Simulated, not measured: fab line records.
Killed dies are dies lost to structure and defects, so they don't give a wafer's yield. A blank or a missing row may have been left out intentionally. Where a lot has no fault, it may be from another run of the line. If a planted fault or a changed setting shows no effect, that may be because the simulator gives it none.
Chamber matching | flow n5-finfet | 4 sister chambers for N5_SD_EPI_N_LINER_46 on ald-sin-02
The step material SiNx, target thk 3 nm. 4 wafers are shown with their chamber, then 10 later ones without.

EACH WAFER AND ITS CHAMBER
wafer  | chamber | heater-power-w (W)
L081.5 | 3       | 736
L083.2 | 0       | 799
L086.1 | 2       | 827
L086.3 | 1       | 843

WAFERS WHOSE CHAMBER IS MISSING
wafer  | heater-power-w (W)
L086.4 | 729
L094.1 | 855
L094.2 | 844
L094.6 | 854
L096.1 | 786
L096.2 | 723
L096.6 | 769
L097.1 | 726
L097.3 | 797
L097.5 | 730

EACH ONE'S CHAMBER
wafer  | from the rows above     | in truth
L086.4 | 3                       | 3
L094.1 | can't be placed: 1 or 2 | 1
L094.2 | can't be placed: 1 or 2 | 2
L094.6 | can't be placed: 1 or 2 | 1
L096.1 | 0                       | 0
L096.2 | 3                       | 3
L096.6 | can't be placed: 0 or 3 | 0
L097.1 | 3                       | 3
L097.3 | 0                       | 0
L097.5 | 3                       | 3
Correct placement for 6 of the 10. Not placeable from these rows: 4 (in 4, the candidates include the true chamber). Number placed wrongly: 0.
How it was worked out, from the rows above alone: a wafer's distance from a chamber is the root of the sum, over the readings, of the square of ((its reading less the chamber's mean) divided by the reading's scatter). If the next closest chamber is less than 2 further off than the closest, the wafer can't be placed; otherwise it belongs to the closest. For every chamber, the mean is computed from those of its wafers that are shown. The scatter: with one shown wafer a chamber, the root of the mean of the squares of how far each hidden wafer lies from its nearest shown one.
